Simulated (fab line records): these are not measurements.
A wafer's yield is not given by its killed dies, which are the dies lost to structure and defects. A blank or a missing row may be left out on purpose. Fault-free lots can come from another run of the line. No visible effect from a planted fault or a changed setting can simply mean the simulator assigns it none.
fab line records	flow n5Finfet
[record] lots = 10	wafers = 28	lastDay = 20
route steps=1938 shown MIM_BOT_LITHO@1864 MIM_BOT_ETCH@1869 PASS1_CAP@1873 TV_OPEN@1888 PASSIVATION@1936
lots with no fault: from the same line, run without faults
startH: hours from the record's first day to the start of the lot's first wafer shown	waitH: hours elapsed since this lot's preceding step	" unchanged from the row above	L1.1+2: a single row standing in for several wafers	- no value, or no start was given	* or withheld: withheld	< > ~ a bound
route shown NAME@n: NAME is a module with steps in the file, n the number in the route of the first one	usual: average and standard deviation across the fault-free wafers	same: alike in all rows	chamber/n: place in a boat	sites: the reading at each site	_std_site: how widely they spread, as a standard deviation	_edge_site: outer sites' mean less inner sites'	radiusMm: for every site, how far away it sits from the centre of the wafer	mask NAME#n: copy n	behind: the tool/chamber that last shaped the wafer	hold: why the lot was held/for how many hours/how that ended	device: whichever transistor did not switch (one of n, p or np)	end of line: tests run on the same wafers once the route is complete	a step without rows: its recipe alone	killed: count of dies lost to structure and defects at first sort (not the wafer's yield)	map: a wafer's dies, marking killed ones x, the rest . and places with no die _
set.NAME: the setting the step ran with; set.NAME@STEP: the setting that earlier step ran with	model.NAME: the simulator's own value behind a step, which no gauge read
route steps across a sampled set of lots; one table per step, one row per wafer
services: when a tool's chamber went out of use (startH, in hours from the record's first day, below 0 if earlier), for how many hours, and the reason
[[steps]]
[step N5_MIM_BOT_LITHO_INSPECT_12]
[recipe] mode = adi	inspectInstrument = macro
[usual] rawDefectCount = 2/1.4
lot.wafer	tool	chamber	startH	waitH	rawDefectCount
L428.1	defectInspect-01	-	305.88	0.0	1
L428.4	"	-	"	"	2
L428.5	"	-	"	"	2
L429.1	defectInspect-01	-	328.61	0.0	2
L429.2	"	-	"	"	1
L429.3	"	-	"	"	7
L432.3	defectInspect-02	-	348.00	0.0	2
L432.5	"	-	"	"	3
L432.6	"	-	"	"	1
L434.3	defectInspect-01	-	387.50	0.0	3
L434.5	"	-	"	"	4
L434.6	"	-	"	"	0
L435.3	defectInspect-01	-	387.67	0.0	1
L435.4	"	-	"	"	2
L435.6	"	-	"	"	1
L436.2	defectInspect-02	-	395.65	0.0	2
L436.3	"	-	"	"	2
L436.5	"	-	"	"	3
L439.1	defectInspect-02	-	406.17	0.0	1
L439.5	"	-	"	"	4
L440.5	defectInspect-01	-	411.86	0.0	1
L440.6	"	-	"	"	1
L444.1	defectInspect-02	-	415.52	0.0	3
L444.2	"	-	"	"	0
L444.6	"	-	"	"	1
L447.1	defectInspect-02	-	463.95	0.0	4
L447.2	"	-	"	"	2
L447.4	"	-	"	"	1
[step N5_MIM_BOT_LITHO_DESCUM_10]
[recipe] chemistry = O2	timeS = 7.9	sourcePowerW = 50	biasPowerW = 20	pressureMtorr = 20	rfFrequencyHz = 2.712e+07	tempC = 40	o2FlowSccm = 225
[usual] drypumpMotorCurrentA = 5.6/0.36	oesProductAu = 0.82/0.069	rfVppV = 243.7/1.1	showerheadPlenumPTorr = 2.14/0.045	tempC = 39.98/0.098	throttleValvePct = 20.23/0.25
lot.wafer	tool	chamber	startH	waitH	drypumpMotorCurrentA	oesProductAu	rfHoursCounterH	rfVppV	showerheadPlenumPTorr	tempC	throttleValvePct
L428.1	rieDiel-04	3	305.92	0.0	5.4	0.84	51	242.6	2.15	40.00	20.18
L428.4	"	0	"	"	6.1	0.88	66	242.4	2.14	40.06	20.09
L428.5	"	0	"	"	6.1	0.87	-	243.3	2.14	40.03	20.09
L429.1	rieDiel-06	3	328.64	0.0	4.9	0.96	2	244.5	2.22	39.91	20.01
L429.2	"	1	"	"	5.5	0.77	133	243.7	2.10	40.01	20.66
L429.3	"	0	"	"	5.2	0.88	56	244.1	2.13	39.98	19.91
L432.3	rieDiel-04	3	348.03	0.0	5.5	0.82	66	243.3	2.14	40.03	20.19
L432.5	"	0	"	"	6.1	0.85	-	243.8	2.14	40.14	20.12
L432.6	"	1	"	"	6.2	0.69	-	244.5	2.16	40.26	20.95
L434.3	rieDiel-01	2	387.54	0.0	5.9	0.76	139	244.4	2.18	40.01	20.20
L434.5	"	0	"	"	5.9	0.81	-	245.3	2.21	40.02	20.07
L434.6	"	3	"	"	5.3	0.81	-	243.5	2.11	40.08	20.21
L435.3	rieDiel-01	0	387.70	0.0	5.9	0.81	91	244.8	2.21	40.06	20.07
L435.4	"	3	"	"	5.3	0.80	104	244.8	2.10	39.99	20.20
L435.6	"	0	"	"	5.9	0.80	-	245.2	2.21	40.02	20.08
L436.2	rieDiel-04	0	395.69	0.0	6.1	0.83	100	243.9	2.13	39.89	20.13
L436.3	"	3	"	"	5.5	0.81	86	243.7	2.14	40.09	20.21
L436.5	"	1	"	"	6.2	0.95	-	243.3	2.16	39.94	20.66
L439.1	rieDiel-06	3	406.20	0.0	4.9	0.88	32	244.3	2.21	40.02	20.07
L439.5	"	1	"	"	5.5	0.74	-	242.2	2.09	39.91	20.72
L440.5	rieDiel-06	2	411.92	0.1	5.6	0.82	-	244.1	2.12	39.96	20.07
L440.6	"	3	"	"	5.0	0.86	-	245.4	2.21	39.98	20.07
L444.1	rieDiel-01	2	415.55	0.0	5.9	0.74	150	244.3	2.18	40.07	20.22
L444.2	"	1	"	"	5.3	0.93	27	244.2	2.13	39.82	20.18
L444.6	"	2	"	"	5.9	0.74	-	245.3	2.18	39.98	20.24
L447.1	rieDiel-01	2	463.99	0.0	5.9	0.72	166	244.9	2.17	39.89	20.26
L447.2	"	1	"	"	5.3	0.90	42	244.5	2.12	39.96	20.22
L447.4	"	3	"	"	5.2	0.77	130	244.8	2.10	39.95	20.23
[step N5_MIM_BOT_ETCH_STRIP_01]
[recipe] chemistry = O2	powerW = 600	tempC = 60	pressureMtorr = 30	rfFrequencyHz = 6e+07	biasPowerW = 0	overashFraction = 0.5	o2FlowSccm = 225
[usual] drypumpMotorCurrentA = 5.6/0.36	oesProductAu = 0.82/0.068	rfVppV = 3.5/1.2	showerheadPlenumPTorr = 2.14/0.044	tempC = 60.01/0.12	throttleValvePct = 16.50/0.27
lot.wafer	tool	chamber	startH	waitH	drypumpMotorCurrentA	oesProductAu	rfHoursCounterH	rfVppV	showerheadPlenumPTorr	tempC	throttleValvePct
L428.1	rieDiel-01	3	306.36	0.2	5.2	0.85	72	3.8	2.12	60.18	16.38
L428.4	"	0	"	"	5.9	0.85	64	2.3	2.22	60.11	16.26
L428.5	"	3	"	"	5.2	0.83	-	4.1	2.12	60.12	16.40
L429.1	rieDiel-04	3	329.03	0.1	5.5	0.82	60	4.3	2.15	60.04	16.38
L429.2	"	1	"	"	6.2	0.70	244	3.3	2.17	59.92	17.24
L429.3	"	2	"	"	5.9	0.69	249	2.8	2.08	60.12	16.93
L432.3	rieDiel-04	3	348.41	0.1	5.5	0.82	66	2.7	2.15	60.01	16.46
L432.5	"	0	"	"	6.1	0.86	-	2.9	2.14	59.93	16.34
L432.6	"	3	"	"	5.4	0.81	-	3.6	2.15	60.03	16.42
L434.3	rieDiel-06	1	388.02	0.2	5.5	0.76	149	5.8	2.10	59.88	16.90
L434.5	"	2	"	"	5.6	0.83	-	2.8	2.13	60.21	16.30
L434.6	"	3	"	"	5.0	0.89	-	1.7	2.22	59.95	16.27
L435.3	rieDiel-01	2	388.24	0.2	5.9	0.75	139	3.9	2.19	60.01	16.48
L435.4	"	1	"	"	5.3	0.93	17	3.6	2.13	59.97	16.41
L435.6	"	3	"	"	5.3	0.81	-	4.9	2.11	59.93	16.47
L436.2	rieDiel-04	1	396.07	0.1	6.2	0.94	6	1.2	2.16	60.14	16.78
L436.3	"	3	"	"	5.5	0.80	86	3.5	2.14	60.02	16.46
L436.5	"	0	"	"	6.0	0.82	-	5.8	2.13	60.09	16.39
L439.1	rieDiel-06	2	406.59	0.1	5.6	0.84	72	2.7	2.13	59.87	16.34
L439.5	"	1	"	"	5.6	0.75	-	4.9	2.10	60.09	16.93
L440.5	rieDiel-01	1	412.30	0.0	5.3	0.93	-	3.7	2.13	59.83	16.44
L440.6	"	2	"	"	6.0	0.74	-	3.5	2.18	60.02	16.54
L444.1	rieDiel-06	2	415.94	0.1	5.6	0.84	74	5.5	2.12	60.14	16.35
L444.2	"	1	"	"	5.6	0.75	158	4.5	2.10	60.13	16.92
L444.6	"	2	"	"	5.6	0.83	-	4.4	2.12	60.00	16.36
L447.1	rieDiel-01	1	464.37	0.1	5.3	0.92	42	5.0	2.12	59.89	16.43
L447.2	"	3	"	"	5.2	0.76	131	4.3	2.10	60.10	16.49
L447.4	"	0	"	"	5.9	0.79	116	3.4	2.20	59.82	16.34
[step N5_PASSIVATION_PECVD_55]
[recipe] material = SiO2	targetThkA = 4000	tempC = 400	precursor = SiH4/N2O	pressureTorr = 2.7	rfW = 608	timeS = 22.5
[usual] heaterPowerW = 720/93	showerheadPlenumPTorr = 8.12/0.096	throttleValvePct = 52.3/2.9
lot.wafer	tool	chamber	startH	waitH	heaterPowerW	showerheadPlenumPTorr	throttleValvePct
L428.1	pecvd-01	0	306.90	0.0	819	8.03	54.0
L428.4	"	0	"	"	686	8.04	54.0
L428.5	"	2	"	"	682	8.25	48.7
L429.1	pecvd-01	0	329.56	0.0	836	8.03	53.9
L429.2	"	2	"	"	785	8.27	48.7
L429.3	"	1	"	"	672	8.11	52.7
L432.3	pecvd-01	0	348.91	0.0	848	8.04	54.1
L432.5	"	0	"	"	668	8.03	53.7
L432.6	"	1	"	"	718	8.09	52.7
L434.3	pecvd-04	1	388.52	0.0	575	8.11	57.9
L434.5	"	1	"	"	608	8.09	58.1
L434.6	"	0	"	"	667	8.15	53.2
L435.3	pecvd-01	1	388.74	0.0	741	8.13	52.8
L435.4	"	1	"	"	575	8.10	52.7
L435.6	"	2	"	"	768	8.28	49.1
L436.2	pecvd-01	1	397.05	0.0	693	8.10	52.5
L436.3	"	0	"	"	730	8.04	53.9
L436.5	"	1	"	"	704	8.10	52.8
L439.1	pecvd-01	1	407.09	0.0	737	8.10	53.0
L439.5	"	2	"	"	774	8.26	49.3
L440.5	pecvd-01	0	412.80	0.0	656	8.04	54.0
L440.6	"	1	"	"	695	8.10	52.4
L444.1	pecvd-04	2	416.44	0.0	827	7.99	49.8
L444.2	"	1	"	"	555	8.12	57.7
L444.6	"	1	"	"	603	8.12	57.9
L447.1	pecvd-04	0	464.87	0.0	677	8.13	53.5
L447.2	"	1	"	"	647	8.14	57.9
L447.4	"	2	"	"	930	7.99	50.0
[step N5_PASSIVATION_VIA_ETCH_13]
[recipe] chemistry = CHF3/O2	target = SiO2	targetDepthA = 6600	CHF3_flow_sccm = 50	O2_flow_sccm = 5	Ar_flow_sccm = 200	timeS = 330	maskMaterial = PR	pressureMtorr = 30	sourceW = 650	biasW = 170	ionEnergyEv = 200	ends = cleared
[usual] drypumpMotorCurrentA = 5.6/0.48	etchRfOnTimeS = 234/5.7	oes_f_703_au = 0.82/0.094	oesProductAu = 0.75/0.087	rfVppV = 530/6.1	showerheadPlenumPTorr = 2.43/0.087	throttleValvePct = 18.71/0.27
lot.wafer	tool	chamber	startH	waitH	drypumpMotorCurrentA	etchRfOnTimeS	oes_f_703_au	oesProductAu	rfHoursCounterH	rfVppV	showerheadPlenumPTorr	throttleValvePct
L428.1	rieDiel-05	0	308.89	0.0	5.6	234	0.90	0.80	33	518	2.35	18.74
L428.4	"	1	"	"	5.4	237	0.82	0.73	93	537	2.54	18.74
L428.5	"	1	"	"	5.4	236	0.81	0.73	-	536	2.54	18.74
L429.1	rieDiel-02	1	331.32	0.0	6.4	235	0.72	0.66	171	529	2.32	19.10
L429.2	"	3	"	"	6.0	240	0.70	0.62	238	524	2.30	19.05
L429.3	"	0	"	"	5.0	222	0.94	0.85	17	532	2.46	18.24
L432.3	rieDiel-05	1	350.07	0.0	5.4	224	0.81	0.73	100	538	2.54	18.76
L432.5	"	0	"	"	5.6	234	0.89	0.80	-	518	2.35	18.78
L432.6	"	3	"	"	5.0	235	0.91	0.85	-	537	2.46	18.58
L434.3	rieDiel-02	0	390.54	0.0	5.0	225	0.91	0.82	27	530	2.46	18.24
L434.5	"	2	"	"	5.5	247	0.67	0.60	-	527	2.45	18.74
L434.6	"	1	"	"	6.5	238	0.71	0.64	-	528	2.31	19.12
L435.3	rieDiel-02	2	391.74	0.0	5.6	237	0.68	0.61	258	528	2.45	18.73
L435.4	"	2	"	"	5.6	243	0.68	0.61	-	530	2.44	18.73
L435.6	"	1	"	"	6.4	239	0.71	0.64	-	527	2.31	19.13
L436.2	rieDiel-02	2	398.14	0.0	5.5	240	0.67	0.61	262	529	2.44	18.75
L436.3	"	1	"	"	6.4	234	0.70	0.64	199	526	2.31	19.14
L436.5	"	2	"	"	5.5	243	0.67	0.61	-	529	2.44	18.73
L439.1	rieDiel-05	2	409.48	0.3	5.6	224	0.88	0.80	47	531	2.55	18.70
L439.5	"	0	"	"	5.6	208	0.86	0.77	-	516	2.34	18.80
L440.5	rieDiel-03	3	416.34	0.1	5.2	201	0.73	0.69	-	540	2.43	18.86
L440.6	"	0	"	"	5.1	228	0.96	0.87	-	538	2.45	18.49
L444.1	rieDiel-02	1	417.37	0.0	6.4	238	0.70	0.64	207	527	2.30	19.17
L444.2	"	0	"	"	5.0	230	0.90	0.81	40	533	2.45	18.27
L444.6	"	3	"	"	6.0	244	0.93	0.85	-	531	2.58	18.66
L447.1	rieDiel-02	3	468.48	0.0	6.0	238	0.89	0.80	21	530	2.57	18.69
L447.2	"	2	"	"	5.6	235	0.93	0.86	10	528	2.44	18.34
L447.4	"	1	"	"	6.4	246	0.70	0.62	221	526	2.30	19.18
[step N5_PASSIVATION_PROBE_49]
[usual] defectLimitedYield = 91.3/1.4	killed_at_M0_to_M3 = 34/10	killed_at_M4_up = 14/5.5	killedAtContacts = 12/6	killedAtFrontEnd = 40/10	killedAtOther = 3.0/2.4	killedDies = 103/17	killedOpen = 68/13	killedShort = 34/7.8	sort_bin_5_function = 5.1/0.97	sort_bin_6_memory = 3.3/0.66	sortNPass = 1077/17	sortYieldPct = 91.2/1.4
[same] grossDies = 1180	killedAtBackSide = 0	sort_bin_4_leakage[%] = 0	sort_bin_8_speed[%] = 0
lot.wafer	tool	chamber	startH	waitH	defectLimitedYield[%]	killed_at_M0_to_M3	killed_at_M4_up	killedAtContacts	killedAtFrontEnd	killedAtOther	killedDies	killedOpen	killedShort	sort_bin_5_function[%]	sort_bin_6_memory[%]	sortNPass	sortYieldPct[%]
L428.1	prober-01	-	315.66	0.0	91.7	40	8	17	30	3	98	71	27	4.7	3.6	1082	91.7
L428.4	prober-01	-	315.81	0.2	87.3	66	17	16	46	5	150	101	49	7.8	4.7	1030	87.3
L428.5	prober-01	-	315.86	0.2	88.6	59	25	17	30	3	134	91	42	8.1	3.0	1046	88.6
L429.1	prober-01	-	341.03	0.0	93.1	37	10	10	25	0	82	63	18	3.6	3.1	1098	93.1
L429.2	prober-01	-	341.08	0.1	91.9	34	10	15	35	1	95	57	38	4.7	3.0	1085	91.9
L429.3	prober-01	-	341.13	0.1	92.0	27	13	26	27	1	94	64	30	4.9	2.8	1086	92.0
L432.3	prober-01	-	356.71	0.1	90.8	38	14	15	36	5	108	74	31	5.3	3.6	1072	90.8
L432.5	prober-01	-	356.81	0.2	90.6	33	23	14	40	1	111	74	33	5.1	4.1	1069	90.6
L432.6	prober-01	-	356.86	0.3	91.0	27	18	19	40	2	106	79	25	5.5	3.4	1074	91.0
L434.3	prober-01	-	397.44	0.1	93.1	25	16	5	32	4	82	48	31	4.4	2.3	1098	93.1
L434.5	prober-01	-	397.54	0.2	91.2	23	14	2	62	3	104	75	29	5.5	3.1	1076	91.2
L434.6	prober-01	-	397.59	0.3	91.5	20	14	10	51	5	100	56	42	4.6	3.6	1080	91.5
L435.3	prober-01	-	399.67	0.1	92.1	25	8	22	38	0	93	71	20	5.0	2.6	1087	92.1
L435.4	prober-01	-	399.72	0.2	93.0	24	8	10	41	0	83	54	29	4.2	2.5	1097	93.0
L435.6	prober-01	-	399.82	0.3	89.7	31	12	26	50	2	121	82	38	6.5	3.1	1059	89.7
L436.2	prober-02	-	404.46	0.1	93.1	31	13	4	32	2	82	54	27	4.5	1.9	1098	93.1
L436.3	prober-02	-	404.51	0.1	92.1	27	7	17	42	0	93	61	29	4.4	3.3	1087	92.1
L436.5	prober-02	-	404.61	0.2	91.1	41	16	9	38	1	105	77	27	4.8	3.9	1075	91.1
L439.1	prober-01	-	416.60	0.0	90.4	51	20	6	35	1	113	80	33	5.9	3.5	1067	90.4
L439.5	prober-01	-	416.80	0.2	91.0	28	19	8	47	4	106	67	38	5.0	3.8	1074	91.0
L440.5	prober-01	-	423.49	0.2	89.0	43	11	13	57	6	130	89	40	6.0	4.6	1050	89.0
L440.6	prober-01	-	423.54	0.3	91.4	40	6	9	41	5	101	59	41	4.6	3.4	1079	91.4
L444.1	prober-02	-	424.43	0.0	87.5	49	23	10	63	2	147	105	39	7.8	4.6	1033	87.5
L444.2	prober-02	-	424.48	0.1	90.3	39	16	12	46	1	114	79	35	5.3	3.8	1066	90.3
L444.6	prober-02	-	424.68	0.3	90.5	39	23	9	39	2	112	86	26	5.3	4.0	1068	90.5
L447.1	prober-02	-	475.30	0.0	90.0	34	13	10	54	7	118	75	41	6.1	3.6	1062	90.0
L447.2	prober-02	-	475.35	0.1	86.9	58	20	13	59	4	154	97	57	7.7	4.6	1026	86.9
L447.4	prober-02	-	475.45	0.2	90.6	38	10	15	42	6	111	72	33	5.1	3.6	1069	90.6
// killed by level:class
L428.1 MOL_CONTACT_COAG:geometricParticle:open=13 BEOL_M2:geometricParticle:open=10 BEOL_M1:geometricParticle:open=8 BEOL_M3:geometricParticle:open=7 BEOL_M0_SAQP:geometricParticle:short=5 STI_FIN_REVEAL:geometricParticle:open=4 GATE_CUT:geometricParticle:short=4 BEOL_M3:geometricParticle:short=4
L428.4 BEOL_M0_SAQP:geometricParticle:short=21 STI_FIN_REVEAL:geometricParticle:open=18 BEOL_M2:geometricParticle:open=14 MOL_CONTACT_COAG:geometricParticle:open=10 BEOL_M3:geometricParticle:open=8 MOL_CONTACT_COAG:geometricParticle:short=6 BEOL_M0_SAQP:geometricParticle:open=6 BEOL_M0:geometricParticle:open=6
L428.5 BEOL_M0_SAQP:geometricParticle:open=14 MOL_CONTACT_COAG:geometricParticle:open=13 BEOL_M1:geometricParticle:open=12 BEOL_M0_SAQP:geometricParticle:short=9 BEOL_M3:geometricParticle:open=8 FIN_SAQP:geometricParticle:short=6 BEOL_M2:geometricParticle:open=6 BEOL_M4:geometricParticle:open=6
L429.1 BEOL_M2:geometricParticle:open=10 MOL_CONTACT_COAG:geometricParticle:open=8 BEOL_M1:geometricParticle:open=8 BEOL_M4:geometricParticle:open=6 FIN_SAQP:geometricParticle:open=5 GATE_CUT:geometricParticle:short=5 BEOL_M3:geometricParticle:open=5 DUMMY_GATE:geometricParticle:open=4
L429.2 MOL_CONTACT_COAG:geometricParticle:open=13 BEOL_M0_SAQP:geometricParticle:short=9 FIN_SAQP:geometricParticle:open=5 FIN_SAQP:geometricParticle:short=5 STI_FIN_REVEAL:geometricParticle:open=5 GATE_CUT:geometricParticle:short=5 BEOL_M2:geometricParticle:open=5 BEOL_M3:geometricParticle:open=5
L429.3 MOL_CONTACT_COAG:geometricParticle:open=22 FIN_SAQP:geometricParticle:short=6 ILD0:geometricParticle:open=6 GATE_CUT:geometricParticle:short=5 BEOL_M0_SAQP:geometricParticle:short=5 BEOL_M0:geometricParticle:open=5 BEOL_M5:geometricParticle:open=5 MOL_CONTACT_COAG:geometricParticle:short=4
L432.3 BEOL_M2:geometricParticle:open=13 MOL_CONTACT_COAG:geometricParticle:open=11 BEOL_M1:geometricParticle:open=8 FIN_SAQP:geometricParticle:short=5 FIN_SAQP:geometricParticle:open=5 BEOL_M5:geometricParticle:open=5 STI_FIN_REVEAL:geometricParticle:open=4 ILD0:geometricParticle:short=4
L432.5 FIN_SAQP:geometricParticle:short=12 MOL_CONTACT_COAG:geometricParticle:open=10 BEOL_M2:geometricParticle:open=9 BEOL_M4:geometricParticle:open=9 FIN_SAQP:geometricParticle:open=8 BEOL_M3:geometricParticle:open=7 STI_FIN_REVEAL:geometricParticle:open=6 BEOL_M1:geometricParticle:open=6
L432.6 FIN_SAQP:geometricParticle:open=13 MOL_CONTACT_COAG:geometricParticle:open=12 FIN_SAQP:geometricParticle:short=7 MOL_CONTACT_COAG:geometricParticle:short=7 BEOL_M2:geometricParticle:open=7 BEOL_M3:geometricParticle:open=7 STI_FIN_REVEAL:geometricParticle:open=6 BEOL_M1:geometricParticle:open=6
L434.3 FIN_SAQP:geometricParticle:short=10 BEOL_M3:geometricParticle:open=8 BEOL_M0_SAQP:geometricParticle:short=6 BEOL_M4:geometricParticle:open=6 STI_FIN_REVEAL:geometricParticle:open=5 FIN_SAQP:geometricParticle:open=4 MOL_CONTACT_COAG:geometricParticle:open=4 BEOL_M0:geometricParticle:open=4
L434.5 FIN_SAQP:geometricParticle:open=22 FIN_SAQP:geometricParticle:short=9 STI_FIN_REVEAL:geometricParticle:open=9 BEOL_M2:geometricParticle:open=7 BEOL_M1:geometricParticle:open=6 DUMMY_GATE:geometricParticle:open=5 GATE_CUT:geometricParticle:short=5 GATE_CUT:geometricParticle:open=4
L434.6 STI_FIN_REVEAL:geometricParticle:open=13 FIN_SAQP:geometricParticle:short=8 MOL_CONTACT_COAG:geometricParticle:open=8 FIN_SAQP:geometricParticle:open=5 BEOL_M0_SAQP:geometricParticle:open=5 BEOL_M4:geometricParticle:open=5 STARTING-WAFER:geometricParticle:short=5 FIN_CUT:geometricParticle:short=4
L435.3 MOL_CONTACT_COAG:geometricParticle:open=17 STI_FIN_REVEAL:geometricParticle:open=12 FIN_SAQP:geometricParticle:open=8 BEOL_M1:geometricParticle:open=7 BEOL_M3:geometricParticle:open=5 DUMMY_GATE:geometricParticle:open=4 MOL_CONTACT_COAG:geometricParticle:short=4 BEOL_M0_SAQP:geometricParticle:short=4
L435.4 STI_FIN_REVEAL:geometricParticle:open=11 FIN_SAQP:geometricParticle:open=9 MOL_CONTACT_COAG:geometricParticle:open=8 BEOL_M1:geometricParticle:open=7 STARTING-WAFER:geometricParticle:short=6 BEOL_M0_SAQP:geometricParticle:short=4 BEOL_M2:geometricParticle:open=4 BEOL_M8:geometricParticle:open=4
L435.6 MOL_CONTACT_COAG:geometricParticle:open=22 FIN_SAQP:geometricParticle:open=11 BEOL_M0_SAQP:geometricParticle:short=8 BEOL_M1:geometricParticle:open=8 GATE_CUT:geometricParticle:short=7 BEOL_M0_SAQP:geometricParticle:open=5 STARTING-WAFER:geometricParticle:open=5 FIN_SAQP:geometricParticle:short=4
L436.2 BEOL_M4:geometricParticle:open=10 BEOL_M3:geometricParticle:open=9 FIN_SAQP:geometricParticle:open=8 BEOL_M0_SAQP:geometricParticle:short=7 BEOL_M0_SAQP:geometricParticle:open=7 GATE_CUT:geometricParticle:short=5 FIN_SAQP:geometricParticle:short=4 STI_FIN_REVEAL:geometricParticle:open=4
L436.3 MOL_CONTACT_COAG:geometricParticle:open=12 FIN_SAQP:geometricParticle:open=10 BEOL_M0_SAQP:geometricParticle:open=7 MOL_CONTACT_COAG:geometricParticle:short=5 BEOL_M0_SAQP:geometricParticle:short=5 STARTING-WAFER:geometricParticle:short=5 STI_FIN_REVEAL:geometricParticle:open=4 GATE_CUT:geometricParticle:short=4
L436.5 FIN_SAQP:geometricParticle:open=16 BEOL_M3:geometricParticle:open=13 BEOL_M4:geometricParticle:open=9 BEOL_M0_SAQP:geometricParticle:short=8 MOL_CONTACT_COAG:geometricParticle:open=7 BEOL_M0_SAQP:geometricParticle:open=7 BEOL_M2:geometricParticle:open=5 DUMMY_GATE:geometricParticle:open=4
L439.1 BEOL_M3:geometricParticle:open=13 BEOL_M0_SAQP:geometricParticle:short=11 BEOL_M0_SAQP:geometricParticle:open=9 BEOL_M1:geometricParticle:open=9 BEOL_M4:geometricParticle:open=9 FIN_SAQP:geometricParticle:short=7 MOL_CONTACT_COAG:geometricParticle:open=6 STI_FIN_REVEAL:geometricParticle:open=5
L439.5 FIN_SAQP:geometricParticle:open=7 STI_FIN_REVEAL:geometricParticle:open=7 BEOL_M0_SAQP:geometricParticle:short=7 FIN_SAQP:geometricParticle:short=6 BEOL_M1:geometricParticle:short=6 ILD0:geometricParticle:open=5 MOL_CONTACT_COAG:geometricParticle:open=5 BEOL_M3:geometricParticle:open=5
L440.5 STI_FIN_REVEAL:geometricParticle:open=16 BEOL_M2:geometricParticle:open=12 MOL_CONTACT_COAG:geometricParticle:open=11 GATE_CUT:geometricParticle:short=10 BEOL_M0_SAQP:geometricParticle:open=8 FIN_SAQP:geometricParticle:open=7 FIN_SAQP:geometricParticle:short=6 BEOL_M0_SAQP:geometricParticle:short=6
L440.6 BEOL_M0_SAQP:geometricParticle:short=12 GATE_CUT:geometricParticle:short=10 MOL_CONTACT_COAG:geometricParticle:open=8 BEOL_M0_SAQP:geometricParticle:open=8 STI_FIN_REVEAL:geometricParticle:open=7 BEOL_M2:geometricParticle:open=7 BEOL_M3:geometricParticle:open=5 FIN_SAQP:geometricParticle:short=4
L444.1 STI_FIN_REVEAL:geometricParticle:open=23 FIN_SAQP:geometricParticle:open=14 BEOL_M2:geometricParticle:open=11 BEOL_M1:geometricParticle:open=11 BEOL_M4:geometricParticle:open=10 FIN_SAQP:geometricParticle:short=9 BEOL_M0_SAQP:geometricParticle:short=8 MOL_CONTACT_COAG:geometricParticle:open=7
L444.2 BEOL_M1:geometricParticle:open=14 STI_FIN_REVEAL:geometricParticle:open=11 FIN_SAQP:geometricParticle:short=10 FIN_SAQP:geometricParticle:open=9 MOL_CONTACT_COAG:geometricParticle:open=7 BEOL_M4:geometricParticle:open=7 DUMMY_GATE:geometricParticle:open=6 MOL_CONTACT_COAG:geometricParticle:short=5
L444.6 BEOL_M2:geometricParticle:open=12 FIN_SAQP:geometricParticle:open=10 MOL_CONTACT_COAG:geometricParticle:open=8 BEOL_M1:geometricParticle:open=8 STI_FIN_REVEAL:geometricParticle:open=7 BEOL_M5:geometricParticle:open=6 BEOL_M3:geometricParticle:open=6 FIN_SAQP:geometricParticle:short=5
L447.1 STI_FIN_REVEAL:geometricParticle:open=14 FIN_SAQP:geometricParticle:short=13 FIN_SAQP:geometricParticle:open=8 MOL_CONTACT_COAG:geometricParticle:open=8 BEOL_M2:geometricParticle:open=7 BEOL_M4:geometricParticle:open=6 BEOL_M3:geometricParticle:short=5 BEOL_M0_SAQP:geometricParticle:open=4
L447.2 BEOL_M1:geometricParticle:open=15 FIN_SAQP:geometricParticle:short=12 FIN_SAQP:geometricParticle:open=12 BEOL_M0_SAQP:geometricParticle:short=12 STI_FIN_REVEAL:geometricParticle:open=12 MOL_CONTACT_COAG:geometricParticle:open=9 BEOL_M5:geometricParticle:open=7 BEOL_M0_SAQP:geometricParticle:open=7
L447.4 MOL_CONTACT_COAG:geometricParticle:open=12 BEOL_M1:geometricParticle:open=11 STI_FIN_REVEAL:geometricParticle:open=10 FIN_SAQP:geometricParticle:open=8 BEOL_M3:geometricParticle:open=7 FIN_SAQP:geometricParticle:short=6 BEOL_M0_SAQP:geometricParticle:short=5 BEOL_M2:geometricParticle:open=5
[[services]]
tool	chamber	startH	hours	kind
pecvd-04	-	288.42	33.3	repair
pecvd-04	-	328.99	0.3	repair
rieDiel-05	1	330.57	3.3	repair
rieDiel-03	2	333.39	19.1	repair
rieDiel-05	-	333.75	0.4	repair
rieDiel-04	1	338.83	3.5	repair
pecvd-04	0	344.54	23.9	repair
rieDiel-02	0	350.54	31.6	repair
rieDiel-06	1	354.22	10.2	repair
rieDiel-01	0	354.91	5.7	repair
pecvd-04	-	382.97	0.7	repair
rieDiel-05	-	385.81	4.3	pm
rieDiel-03	-	388.37	4.3	pm
rieDiel-05	3	390.15	6.0	repair
rieDiel-05	0	416.65	2.6	repair
rieDiel-03	3	418.14	1.4	repair
rieDiel-02	-	427.79	2.8	pm
rieDiel-02	1	430.95	4.9	repair
rieDiel-02	3	438.89	3.2	repair
rieDiel-02	2	440.26	5.5	repair
rieDiel-06	0	446.14	20.5	repair
rieDiel-05	-	452.19	0.5	repair
rieDiel-06	-	456.95	0.4	repair
pecvd-01	2	464.91	2.2	repair
[[key]]
[firstSign] step = N5_PASSIVATION_VIA_ETCH_13	reading = etchRfOnTimeS	direction = down	sigmas = 5.2	usual = *	struck = *
effect none on later readings
metAt N5_PASSIVATION_PECVD_55
struckLots L439,L440
struckWafers L439.5,L440.5
notActingAt N5_MIM_BOT_LITHO_INSPECT_12,N5_MIM_BOT_LITHO_DESCUM_10,N5_MIM_BOT_ETCH_STRIP_01
onsetBetween 397.05 407.09
[fault] kind = processParameterDrift	tool = pecvd-01	chamber = -	onsetH = 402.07	steps = N5_PASSIVATION_PECVD_55	channel = timeS	offset = *	shape = step	endH = 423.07	scope = struckWafersOnly	actsIn = *	stated = *
